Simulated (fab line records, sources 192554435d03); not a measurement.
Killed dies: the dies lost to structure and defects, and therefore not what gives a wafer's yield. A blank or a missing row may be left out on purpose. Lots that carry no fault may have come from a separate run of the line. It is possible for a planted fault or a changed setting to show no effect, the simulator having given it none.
Split-lot trial | flow n5 finfet | route with 1938 steps; 7 lots, 21 wafers read

## SPLIT DETAILS
At N5_MOL_CONTACT_COAG_CONTACT_ETCH_14 (etches SiO2 in C4F6/O2, target depth 27.5 nm, overetch 8.5 nm, time 20 s), the setting source w was moved away from the recipe's 370 W on 8 of the 21 wafers read, by +4.5% to +16.0%. This setting was run at the recipe's value on the other wafers.

The split's own step is where the reading is taken.

## THE READING
rf vpp V, in V, at N5_MOL_CONTACT_COAG_CONTACT_ETCH_14 (etches SiO2 in C4F6/O2, target depth 27.5 nm, overetch 8.5 nm, time 20 s). A value of 694.5 V with a standard deviation of 3 V is what fault-free wafers of this fab line usually give.

wafer  | tool, chamber at the split | source w as run, W | against the recipe | rf vpp V, V | against lot-mates on the recipe
L078.1 | rie diel-03, 3             | 370                | recipe             | 695.0       | -
L078.4 | rie diel-03, 2             | 370                | recipe             | 699.2       | -
L078.6 | rie diel-03, 0             | 370                | recipe             | 694.7       | -
L083.1 | rie diel-02, 1             | 386.8              | +4.5%              | 684.6       | -6.7
L083.2 | rie diel-02, 2             | 370                | recipe             | 691.3       | -
L083.4 | rie diel-02, 0             | 386.8              | +4.5%              | 681.9       | -9.4
L089.3 | rie diel-03, 1             | 370                | recipe             | 698.7       | -
L089.4 | rie diel-03, 2             | 370                | recipe             | 698.5       | -
L089.6 | rie diel-03, 2             | 418.8              | +13.2%             | 664.7       | -33.9
L090.1 | rie diel-03, 3             | 412.5              | +11.5%             | 676.4       | no lot-mate on the recipe
L090.2 | rie diel-03, 1             | 412.5              | +11.5%             | 669.2       | no lot-mate on the recipe
L090.5 | rie diel-03, 1             | 412.5              | +11.5%             | 669.9       | no lot-mate on the recipe
L092.2 | rie diel-06, 1             | 429.3              | +16.0%             | 654.4       | -43.4
L092.5 | rie diel-06, 3             | 370                | recipe             | 697.8       | -
L092.6 | rie diel-06, 0             | 429.3              | +16.0%             | 672.5       | -25.3
L096.3 | rie diel-02, 3             | 370                | recipe             | 692.4       | -
L096.4 | rie diel-02, 3             | 370                | recipe             | 693.5       | -
L096.6 | rie diel-02, 0             | 370                | recipe             | 691.1       | -
L097.2 | rie diel-02, 3             | 370                | recipe             | 694.3       | -
L097.3 | rie diel-02, 1             | 370                | recipe             | 696.2       | -
L097.4 | rie diel-02, 1             | 370                | recipe             | 694.9       | -

THE FIT
A straight line over all 21 wafers: rf vpp V changes by -2.05 V for each +1% of source w; r = -0.95; the points scatter about the line by 4.1 V.
The same after taking each lot's own level away (the mean of its wafers on the recipe; 18 wafers): -2.24 V for each +1%; r = -0.96; scatter 3.7 V.
Per that fit: largest source w move, reading shift of 36 V.
The span of the lots' own levels, 691.30 to 698.60 V, comes to 2.4 times the standard deviation stated above.
Hence the lot-to-lot level has little effect on the slope; both slopes agree.
Check: for one of the wafers moved furthest among these (+16.0%), held out of the fit, the line's prediction against its lot-mates is -31.4 V. It came out at -43.4 V against them.
Tool readings at the split's step, against how far the setting was moved: rf vpp V r = -0.95.

## THESE WAFERS: OTHER SPLITS
These wafers also went through other splits before the reading. Each is held against what the fit with the lots' levels taken away leaves over:
other split on the same wafers | wafers away from the commonest value | r with rf vpp V (lot level and that fit taken away)
N5_SD_ACTIVATION_LSA_01 temp c | 8                                    | +0.15
N5_SDB_CUT_ETCH_26 icp w       | 8                                    | +0.16
N5_HKMG_FIN_COAT_66 spin rpm   | 6                                    | +0.19
N5_GATE_CUT_ETCH_58 bias w     | 7                                    | +0.33

## THE FILE'S OWN FIT
rf vpp V changes by -2.29 V for each +1% of source w, r = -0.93.
